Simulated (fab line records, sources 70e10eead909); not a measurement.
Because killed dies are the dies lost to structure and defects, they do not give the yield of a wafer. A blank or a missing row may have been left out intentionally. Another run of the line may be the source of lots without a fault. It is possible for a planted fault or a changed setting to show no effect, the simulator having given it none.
fab line records	flow nand-harc	part 1 of 2: steps 1 to 4 of 6
record lots=23	wafers=69	last-day=25
route steps=1159 shown A_STAIRCASE@532
lots with no fault: from the same line, run without faults
start-h: hours from the record's first day to the start of the lot's first wafer shown	wait-h: hours from the lot's prior step to this one	" repeats the value in the row above	L1.1+2: several wafers, shown together as one row	- value missing, or start not given	* or withheld: withheld	< > ~ a bound
route shown NAME@n: a module of which the file shows steps, and the number in the route of the first	usual: mean/standard deviation taken from wafers without a fault	same: alike in all rows	chamber/n: place in a boat	sites: the reading at each site	_std_site: standard deviation across them	_edge_site: outer sites' mean less inner sites'	radius-mm: for every site, how far away it sits from the centre of the wafer	mask NAME#n: copy n	behind: the tool/chamber that last shaped the wafer	hold: reason for holding the lot/hours on hold/outcome of the hold	device: the n, p or np transistor that did not switch	end of line: the route-end tests of the same wafers	a step with no rows: only its recipe	killed: the dies lost at the first sort to structure and to defects; this is not the yield of the wafer	map: shows each die of a wafer: x if killed, . if not, _ if none is there
set.NAME: setting as actually run; set.NAME@STEP: the setting as run at that earlier step	model.NAME: the simulator's own value behind a step, which no gauge read
a sample of lots followed through the steps of the route, with each step as a table and each wafer as a row
services: from which hour (start-h, from the record's first day; less than 0 if before it) a tool's chamber was out of use, for how many hours, and why
## steps
# step NHARC_A_STAIRCASE_ETCH_170
# recipe target-depth-a=2000	time-s=66.667	ion-energy-ev=250	c4f6-flow-sccm=25	o2-flow-sccm=20	ar-flow-sccm=500	rf-w=600	bias-w=500	chemistry=C4F6/O2
# usual drypump-motor-current-A=5.7/0.39	oes-product-au=0.966/0.017	rf-vpp-V=547/3.6	showerhead-plenum-p-Torr=3.92/0.17	throttle-valve-pct=26.904/0.0091
lot.wafer	tool	chamber	start-h	wait-h	drypump-motor-current-A	oes-product-au	rf-hours-counter-h	rf-vpp-V	showerhead-plenum-p-Torr	throttle-valve-pct
L074.1	rie-diel-05	3	-	-	5.3	0.960	23	549	4.02	26.904
L074.2	"	0	"	"	6.3	0.965	28	547	3.94	26.915
L074.3	"	1	"	"	5.6	0.971	26	543	3.77	26.898
L075.3	rie-diel-02	2	-	-	5.0	0.978	32	553	4.21	26.895
L075.2	"	3	"	"	6.3	0.968	31	542	3.65	26.906
L075.1	"	0	"	"	5.6	0.983	34	550	4.02	26.914
L077.1	rie-diel-13	0	-	-	5.6	0.941	50	547	3.93	26.906
L077.3	"	1	"	"	5.8	0.949	48	542	3.69	26.910
L077.6	"	0	"	"	5.6	0.944	-	547	3.93	26.902
L076.1	rie-diel-05	0	-	-	6.3	0.967	30	548	3.94	26.905
L076.4	"	2	"	"	5.7	0.955	-	549	4.02	26.917
L076.6	"	1	"	"	5.6	0.960	-	544	3.77	26.886
L079.1	rie-diel-02	1	-	-	6.1	0.963	36	547	3.95	26.896
L079.2	"	2	"	"	5.1	0.985	34	553	4.21	26.911
L079.6	"	1	"	"	6.1	0.975	-	548	3.95	26.888
L078.3	rie-diel-02	1	-	-	6.1	0.961	38	546	3.95	26.882
L078.1	"	2	"	"	5.0	0.984	38	553	4.20	26.912
L078.6	"	2	"	"	5.0	0.976	-	552	4.20	26.897
L081.3	rie-diel-02	1	-	-	6.1	0.982	45	547	3.95	26.922
L081.4	"	2	"	"	5.0	0.989	45	551	4.20	26.893
L081.2	"	0	"	"	5.6	0.964	45	549	4.02	26.892
L083.4	rie-diel-05	0	-	-	6.3	0.994	43	547	3.93	26.904
L083.3	"	1	"	"	5.6	0.974	42	545	3.77	26.921
L083.1	"	3	"	"	5.4	0.973	35	548	4.01	26.908
L080.1	rie-diel-02	3	-	-	6.3	0.948	46	542	3.65	26.896
L080.4	"	0	"	"	5.6	0.947	48	549	4.01	26.896
L080.3	"	1	"	"	6.1	0.937	48	548	3.94	26.898
L082.3	rie-diel-05	2	-	-	5.7	0.956	36	549	4.01	26.892
L082.1	"	1	"	"	5.6	0.973	44	544	3.76	26.920
L082.5	"	3	"	"	5.3	0.959	-	549	4.01	26.902
L084.4	rie-diel-13	3	-	-	6.1	0.964	3	540	3.66	26.907
L084.2	"	1	"	"	5.8	0.950	2	542	3.68	26.909
L084.3	"	2	"	"	5.3	0.975	2	549	4.04	26.892
L089.3	rie-diel-13	0	-	-	5.6	0.928	7	548	3.92	26.889
L089.5	"	1	"	"	5.8	0.920	-	542	3.68	26.899
L089.6	"	2	"	"	5.3	0.928	-	549	4.04	26.911
L085.4	rie-diel-13	3	-	-	6.1	0.990	6	543	3.66	26.904
L085.1	"	0	"	"	5.6	0.989	7	547	3.92	26.884
L085.3	"	1	"	"	5.8	0.969	7	542	3.68	26.918
L087.4	rie-diel-13	3	-	-	6.1	0.985	8	541	3.66	26.907
L087.5	"	0	"	"	5.6	0.979	-	548	3.92	26.907
L087.6	"	1	"	"	5.8	0.966	-	541	3.68	26.906
L086.3	rie-diel-13	1	-	-	5.8	0.967	8	540	3.67	26.922
L086.4	"	3	"	"	6.1	0.966	8	541	3.66	26.894
L086.6	"	1	"	"	5.8	0.956	-	542	3.68	26.898
L088.1	rie-diel-05	0	-	-	6.3	0.962	60	547	3.92	26.910
L088.4	"	1	"	"	5.6	0.973	57	544	3.76	26.909
L088.2	"	2	"	"	5.7	0.955	47	548	4.00	26.916
L091.2	rie-diel-05	2	-	-	5.6	0.936	52	548	4.00	26.915
L091.4	"	3	"	"	5.4	0.922	55	549	4.00	26.904
L091.3	"	1	"	"	5.6	0.948	61	543	3.75	26.896
L093.2	rie-diel-02	0	-	-	5.6	0.969	3	549	4.00	26.892
L093.3	"	1	"	"	6.1	0.962	3	547	3.93	26.895
L093.6	"	0	"	"	5.6	0.975	-	549	4.00	26.901
L092.2	rie-diel-13	3	-	-	6.1	0.977	24	541	3.65	26.898
L092.5	"	3	"	"	6.1	0.980	-	541	3.65	26.908
L092.6	"	1	"	"	5.8	0.962	-	541	3.67	26.897
L094.3	rie-diel-02	0	-	-	5.6	0.981	5	549	4.00	26.904
L094.2	"	1	"	"	6.1	0.981	5	548	3.93	26.913
L094.5	"	1	"	"	6.1	0.982	-	546	3.93	26.897
L096.4	rie-diel-02	1	-	-	6.1	0.971	11	547	3.93	26.897
L096.5	"	1	"	"	6.1	0.970	-	547	3.93	26.912
L096.6	"	2	"	"	5.0	0.978	-	551	4.18	26.899
L095.4	rie-diel-05	2	-	-	5.7	0.971	3	548	4.00	26.902
L095.2	"	3	"	"	5.4	0.990	4	549	4.00	26.910
L095.1	"	0	"	"	6.3	0.970	4	546	3.92	26.902
L097.2	rie-diel-13	0	-	-	5.6	0.972	35	546	3.90	26.905
L097.1	"	3	"	"	6.1	0.974	35	540	3.65	26.897
L097.5	"	1	"	"	5.8	0.956	-	542	3.66	26.888
# step NHARC_A_STAIRCASE_DESCUM_11
# recipe time-s=3	o2-flow-sccm=200	ar-flow-sccm=0	bias-power-w=0	chemistry=O2
# usual drypump-motor-current-A=5.7/0.38	oes-product-au=0.996/0.011	rf-vpp-V=57.7/0.94	showerhead-plenum-p-Torr=1.91/0.092	throttle-valve-pct=11.311/0.0087
lot.wafer	tool	chamber	start-h	wait-h	drypump-motor-current-A	oes-product-au	rf-hours-counter-h	rf-vpp-V	showerhead-plenum-p-Torr	throttle-valve-pct
L074.2	rie-diel-13	1	244.02	-	5.8	0.987	48	56.3	1.79	11.328
L074.3	"	2	"	"	5.3	0.985	52	58.4	1.98	11.321
L074.1	"	3	"	"	6.0	0.981	51	57.3	1.78	11.304
L075.2	rie-diel-02	1	246.14	-	6.1	0.985	35	57.8	1.93	11.309
L075.3	"	2	"	"	5.0	1.014	33	57.9	2.07	11.314
L075.1	"	3	"	"	6.3	0.997	32	56.7	1.77	11.304
L077.1	rie-diel-05	2	248.08	-	5.7	0.983	22	59.4	1.96	11.317
L077.3	"	0	"	"	6.3	0.993	29	58.5	1.92	11.313
L077.6	"	1	"	"	5.6	0.991	-	57.2	1.83	11.297
L076.4	rie-diel-13	0	251.41	-	5.6	1.009	52	57.0	1.92	11.306
L076.1	"	1	"	"	5.8	0.991	50	58.4	1.79	11.301
L076.6	"	0	"	"	5.6	1.006	-	57.6	1.92	11.315
L079.2	rie-diel-02	3	251.59	-	6.3	1.001	33	57.3	1.77	11.320
L079.1	"	0	"	"	5.6	0.992	36	58.1	1.97	11.308
L079.6	"	0	"	"	5.6	0.994	-	57.4	1.97	11.298
L078.1	rie-diel-05	1	257.03	-	5.6	0.995	31	58.8	1.83	11.326
L078.3	"	3	"	"	5.3	0.982	27	59.2	1.96	11.305
L078.6	"	0	"	"	6.3	1.005	-	56.6	1.92	11.297
L081.4	rie-diel-02	3	276.74	-	6.3	0.997	43	57.4	1.77	11.297
L081.3	"	0	"	"	5.6	0.989	45	58.9	1.96	11.314
L081.2	"	2	"	"	5.0	1.008	45	58.0	2.06	11.321
L083.4	rie-diel-05	3	284.94	-	5.3	0.993	36	58.6	1.96	11.315
L083.1	"	0	"	"	6.3	0.999	43	56.6	1.92	11.314
L083.3	"	1	"	"	5.6	0.998	42	57.8	1.83	11.313
L080.1	rie-diel-02	0	285.10	-	5.6	1.013	48	56.8	1.96	11.301
L080.4	"	1	"	"	6.1	0.992	48	57.7	1.92	11.326
L080.3	"	2	"	"	5.0	1.005	47	57.9	2.06	11.306
L082.1	rie-diel-13	1	289.48	-	5.8	0.986	1	57.6	1.78	11.315
L082.3	"	2	"	"	5.3	1.010	1	57.3	1.98	11.311
L082.5	"	2	"	"	5.3	1.014	-	58.8	1.98	11.317
L084.4	rie-diel-13	3	293.81	-	6.0	0.993	3	57.2	1.77	11.318
L084.2	"	0	"	"	5.6	0.996	3	58.1	1.91	11.309
L084.3	"	1	"	"	5.8	0.988	3	57.3	1.78	11.306
L089.3	rie-diel-05	2	311.23	-	5.6	0.995	42	58.8	1.96	11.320
L089.6	"	2	"	"	5.6	0.990	-	56.9	1.96	11.310
L089.5	"	3	"	"	5.3	0.982	-	58.4	1.96	11.313
L085.1	rie-diel-02	3	311.73	-	6.3	0.994	56	57.7	1.76	11.310
L085.3	"	0	"	"	5.6	0.997	56	58.4	1.96	11.305
L085.4	"	1	"	"	6.1	0.999	57	58.2	1.92	11.301
L087.4	rie-diel-13	1	314.02	-	5.8	0.976	8	58.1	1.78	11.331
L087.6	"	2	"	"	5.3	1.004	-	58.6	1.98	11.302
L087.5	"	3	"	"	6.0	0.991	-	58.2	1.77	11.314
L086.3	rie-diel-05	2	314.31	-	5.7	0.979	44	56.0	1.96	11.313
L086.4	"	3	"	"	5.3	0.981	46	58.9	1.96	11.296
L086.6	"	1	"	"	5.6	0.989	-	57.1	1.83	11.309
L088.1	rie-diel-13	0	325.42	-	5.6	0.984	15	59.2	1.91	11.292
L088.4	"	1	"	"	5.8	0.978	15	57.9	1.78	11.308
L088.2	"	2	"	"	5.3	1.002	14	59.4	1.97	11.302
L091.4	rie-diel-02	1	338.00	-	6.1	1.000	0	57.8	1.92	11.311
L091.3	"	2	"	"	5.0	1.008	0	59.3	2.06	11.312
L091.2	"	0	"	"	5.6	0.997	0	56.8	1.96	11.300
L093.2	rie-diel-02	0	345.51	-	5.6	0.998	3	57.6	1.96	11.307
L093.3	"	2	"	"	5.0	1.014	4	58.1	2.05	11.311
L093.6	"	0	"	"	5.6	0.993	-	57.8	1.96	11.301
L092.2	rie-diel-02	2	349.32	-	5.0	1.008	6	59.1	2.05	11.308
L092.5	"	0	"	"	5.6	0.998	-	57.0	1.95	11.312
L092.6	"	1	"	"	6.1	0.997	-	56.0	1.92	11.318
L094.2	rie-diel-05	3	349.67	-	5.3	1.014	0	57.2	1.95	11.315
L094.3	"	0	"	"	6.3	0.987	0	57.9	1.91	11.321
L094.5	"	3	"	"	5.3	1.006	-	58.7	1.95	11.316
L096.4	rie-diel-13	1	359.14	-	5.8	0.974	30	57.1	1.77	11.322
L096.6	"	1	"	"	5.8	0.965	-	57.4	1.77	11.313
L096.5	"	2	"	"	5.3	0.998	-	60.1	1.97	11.313
L095.4	rie-diel-02	3	359.31	-	6.3	1.004	2	56.2	2.08	11.314
L095.1	"	0	"	"	5.6	0.992	11	57.8	1.95	11.312
L095.2	"	1	"	"	6.1	0.994	12	59.6	1.92	11.320
L097.2	rie-diel-02	0	371.81	-	5.6	1.000	16	56.2	1.95	11.311
L097.1	"	3	"	"	6.3	1.008	5	58.3	2.08	11.307
L097.5	"	0	"	"	5.6	1.004	-	57.8	1.95	11.319
# step NHARC_A_STAIRCASE_ETCH_15
# recipe target-depth-a=1000	time-s=40.5	ion-energy-ev=400	c4f8-flow-sccm=20	o2-flow-sccm=10	ar-flow-sccm=withheld	rf-w=600	bias-w=1000	chemistry=C4F8/O2
# usual oes-product-au=0.937/0.012	rf-vpp-V=896/5.9
lot.wafer	tool	chamber	start-h	wait-h	oes-product-au	rf-hours-counter-h	rf-vpp-V
L074.1	rie-diel-13	3	-	-	0.937	51	886
L074.2	"	0	"	"	0.958	49	896
L074.3	"	2	"	"	0.938	52	901
L075.1	rie-diel-02	0	-	-	0.939	35	899
L075.3	"	1	"	"	0.939	35	897
L075.2	"	2	"	"	0.981	33	906
L077.3	rie-diel-05	1	-	-	0.933	28	891
L077.1	"	3	"	"	0.929	24	900
L077.6	"	2	"	"	0.923	-	899
L076.4	rie-diel-13	2	-	-	0.928	55	900
L076.1	"	3	"	"	0.924	54	887
L076.6	"	0	"	"	0.938	-	897
L079.1	rie-diel-02	3	-	-	0.932	34	886
L079.2	"	1	"	"	0.933	37	897
L079.6	"	3	"	"	0.931	-	885
L078.3	rie-diel-05	0	-	-	0.951	32	895
L078.1	"	3	"	"	0.943	27	899
L078.6	"	0	"	"	0.953	-	896
L081.4	rie-diel-02	1	-	-	0.924	46	897
L081.3	"	2	"	"	0.945	45	906
L081.2	"	3	"	"	0.949	43	887
L083.4	rie-diel-05	2	-	-	0.950	35	898
L083.1	"	3	"	"	0.939	36	900
L083.3	"	0	"	"	0.940	43	897
L080.3	rie-diel-02	0	-	-	0.933	51	899
L080.4	"	2	"	"	0.950	48	905
L080.1	"	3	"	"	0.932	48	886
L082.3	rie-diel-13	3	-	-	0.928	2	887
L082.1	"	2	"	"	0.945	1	900
L082.5	"	0	"	"	0.945	-	894
L084.2	rie-diel-13	3	-	-	0.939	3	886
L084.4	"	1	"	"	0.941	3	887
L084.3	"	2	"	"	0.969	3	899
L089.3	rie-diel-05	0	-	-	0.935	54	896
L089.5	"	1	"	"	0.940	-	891
L089.6	"	2	"	"	0.926	-	899
L085.3	rie-diel-02	0	-	-	0.924	57	898
L085.4	"	1	"	"	0.925	58	895
L085.1	"	2	"	"	0.935	57	905
L087.4	rie-diel-13	0	-	-	0.948	9	895
L087.6	"	0	"	"	0.947	-	896
L087.5	"	1	"	"	0.927	-	887
L086.3	rie-diel-05	1	-	-	0.928	53	889
L086.4	"	2	"	"	0.915	44	898
L086.6	"	1	"	"	0.939	-	890
L088.2	rie-diel-13	2	-	-	0.946	15	900
L088.1	"	0	"	"	0.925	16	896
L088.4	"	1	"	"	0.916	15	887
L091.4	rie-diel-02	2	-	-	0.971	0	905
L091.2	"	3	"	"	0.942	0	905
L091.3	"	0	"	"	0.950	0	899
L093.2	rie-diel-02	2	-	-	0.951	4	904
L093.3	"	0	"	"	0.928	4	897
L093.6	"	2	"	"	0.949	-	903
L092.2	rie-diel-02	1	-	-	0.940	7	896
L092.6	"	1	"	"	0.947	-	896
L092.5	"	0	"	"	0.940	-	897
L094.2	rie-diel-05	3	-	-	0.929	0	901
L094.3	"	0	"	"	0.918	0	896
L094.5	"	2	"	"	0.938	-	899
L096.4	rie-diel-13	2	-	-	0.944	25	898
L096.5	"	0	"	"	0.923	-	895
L096.6	"	1	"	"	0.920	-	888
L095.2	rie-diel-02	0	-	-	0.925	12	897
L095.1	"	1	"	"	0.933	12	898
L095.4	"	3	"	"	0.934	2	905
L097.1	rie-diel-02	1	-	-	0.925	17	895
L097.2	"	3	"	"	0.945	6	905
L097.5	"	2	"	"	0.944	-	904
# step NHARC_A_STAIRCASE_TRIM_26
# recipe time-s=211.2	o2-flow-sccm=500	ar-flow-sccm=0	bias-w=0	chemistry=O2
# usual drypump-motor-current-A=5.7/0.43	oes-product-au=0.995/0.0094	rf-vpp-V=57.7/0.86	showerhead-plenum-p-Torr=3.53/0.17	throttle-valve-pct=17.036/0.009
lot.wafer	tool	chamber	start-h	wait-h	drypump-motor-current-A	oes-product-au	rf-hours-counter-h	rf-vpp-V	showerhead-plenum-p-Torr	throttle-valve-pct
L074.2	rie-diel-02	1	-	-	6.1	0.989	35	56.2	3.56	17.039
L074.3	"	2	"	"	5.0	1.006	33	57.3	3.79	17.037
L074.1	"	3	"	"	6.3	0.996	32	58.1	3.28	17.011
L075.2	rie-diel-13	3	-	-	6.0	0.985	52	58.4	3.30	17.029
L075.1	"	0	"	"	5.6	1.004	50	58.0	3.53	17.033
L075.3	"	1	"	"	5.8	0.983	49	57.6	3.31	17.035
L077.3	rie-diel-05	2	-	-	5.7	0.985	23	57.7	3.61	17.022
L077.1	"	0	"	"	6.3	0.998	30	56.7	3.55	17.036
L077.6	"	0	"	"	6.3	0.996	-	58.1	3.55	17.021
L076.1	rie-diel-13	2	-	-	5.3	0.996	56	58.8	3.65	17.027
L076.4	"	3	"	"	6.1	0.978	55	58.5	3.29	17.031
L076.6	"	1	"	"	5.8	0.984	-	56.7	3.31	17.039
L079.2	rie-diel-02	2	-	-	5.0	1.015	37	59.3	3.79	17.041
L079.1	"	0	"	"	5.5	0.998	38	58.5	3.62	17.032
L079.6	"	3	"	"	6.3	1.004	-	57.4	3.28	17.051
L078.1	rie-diel-02	2	-	-	5.0	1.005	39	59.0	3.79	17.020
L078.3	"	3	"	"	6.4	0.999	38	57.0	3.28	17.042
L078.6	"	3	"	"	6.3	0.997	-	58.5	3.28	17.030
L081.2	rie-diel-02	3	-	-	6.3	0.993	45	56.2	3.27	17.020
L081.3	"	0	"	"	5.6	0.991	48	57.6	3.61	17.021
L081.4	"	2	"	"	5.0	1.001	47	57.9	3.78	17.042
L083.4	rie-diel-05	3	-	-	5.4	0.988	36	56.7	3.61	17.038
L083.1	"	1	"	"	5.6	1.006	43	57.9	3.38	17.041
L083.3	"	2	"	"	5.6	0.990	35	58.0	3.61	17.039
L080.1	rie-diel-02	0	-	-	5.6	0.999	51	57.7	3.61	17.023
L080.4	"	1	"	"	6.1	0.993	50	57.8	3.55	17.040
L080.3	"	2	"	"	5.0	1.007	49	57.7	3.78	17.023
L082.1	rie-diel-02	0	-	-	5.6	0.996	52	58.7	3.61	17.029
L082.3	"	1	"	"	6.1	0.991	51	59.7	3.55	17.039
L082.5	"	3	"	"	6.3	0.991	-	58.7	3.27	17.039
L084.2	rie-diel-02	1	-	-	6.1	0.983	53	56.7	3.55	17.031
L084.3	"	2	"	"	5.0	0.991	52	58.1	3.78	17.024
L084.4	"	0	"	"	5.6	0.998	54	58.1	3.61	17.047
L089.3	rie-diel-13	0	-	-	5.6	0.994	9	56.0	3.52	17.055
L089.6	"	2	"	"	5.3	1.003	-	58.7	3.64	17.036
L089.5	"	3	"	"	6.1	0.987	-	57.3	3.29	17.018
L085.1	rie-diel-02	3	-	-	6.3	0.976	57	56.9	3.27	17.024
L085.3	"	0	"	"	5.6	0.983	57	57.9	3.61	17.045
L085.4	"	1	"	"	6.1	0.982	59	58.0	3.54	17.040
L087.4	rie-diel-02	0	-	-	5.6	0.998	58	57.8	3.61	17.045
L087.5	"	0	"	"	5.6	0.986	-	57.3	3.60	17.051
L087.6	"	1	"	"	6.1	0.981	-	57.1	3.54	17.033
L086.3	rie-diel-13	2	-	-	5.3	1.003	9	57.8	3.64	17.027
L086.4	"	3	"	"	6.1	0.994	9	57.7	3.28	17.040
L086.6	"	3	"	"	6.1	0.991	-	56.2	3.28	17.044
L088.1	rie-diel-02	2	-	-	5.0	1.001	64	58.0	3.77	17.037
L088.2	"	3	"	"	6.3	1.000	62	58.5	3.26	17.035
L088.4	"	0	"	"	5.6	0.996	63	58.8	3.60	17.051
L091.3	rie-diel-02	1	-	-	6.1	0.999	1	57.8	3.54	17.034
L091.2	"	2	"	"	5.0	1.011	1	59.3	3.77	17.044
L091.4	"	0	"	"	5.6	1.003	1	57.1	3.60	17.050
L093.2	rie-diel-13	1	-	-	5.8	0.990	26	57.6	3.29	17.034
L093.3	"	3	"	"	6.1	0.999	26	57.5	3.28	17.056
L093.6	"	0	"	"	5.6	0.996	-	56.6	3.52	17.039
L094.2	rie-diel-05	3	-	-	5.3	1.004	1	58.5	3.60	17.030
L094.3	"	0	"	"	6.3	0.987	2	57.7	3.53	17.034
L094.5	"	3	"	"	5.4	1.008	-	57.8	3.60	17.037
L092.2	rie-diel-02	0	-	-	5.6	0.999	10	57.0	3.60	17.016
L092.6	"	2	"	"	5.0	1.010	-	59.1	3.77	17.032
L092.5	"	0	"	"	5.6	1.004	-	57.0	3.60	17.037
L096.4	rie-diel-02	2	-	-	5.0	1.005	13	57.6	3.76	17.046
L096.5	"	1	"	"	6.1	0.990	-	57.5	3.53	17.037
L096.6	"	2	"	"	5.0	1.005	-	58.0	3.76	17.034
L095.1	rie-diel-13	0	-	-	5.6	0.986	32	56.3	3.51	17.038
L095.4	"	1	"	"	5.8	0.975	32	57.2	3.29	17.025
L095.2	"	3	"	"	6.1	0.985	32	57.8	3.27	17.033
L097.1	rie-diel-13	3	-	-	6.1	0.992	36	57.2	3.27	17.041
L097.2	"	0	"	"	5.6	0.991	37	58.2	3.51	17.035
L097.5	"	2	"	"	5.3	1.005	-	58.4	3.62	17.034
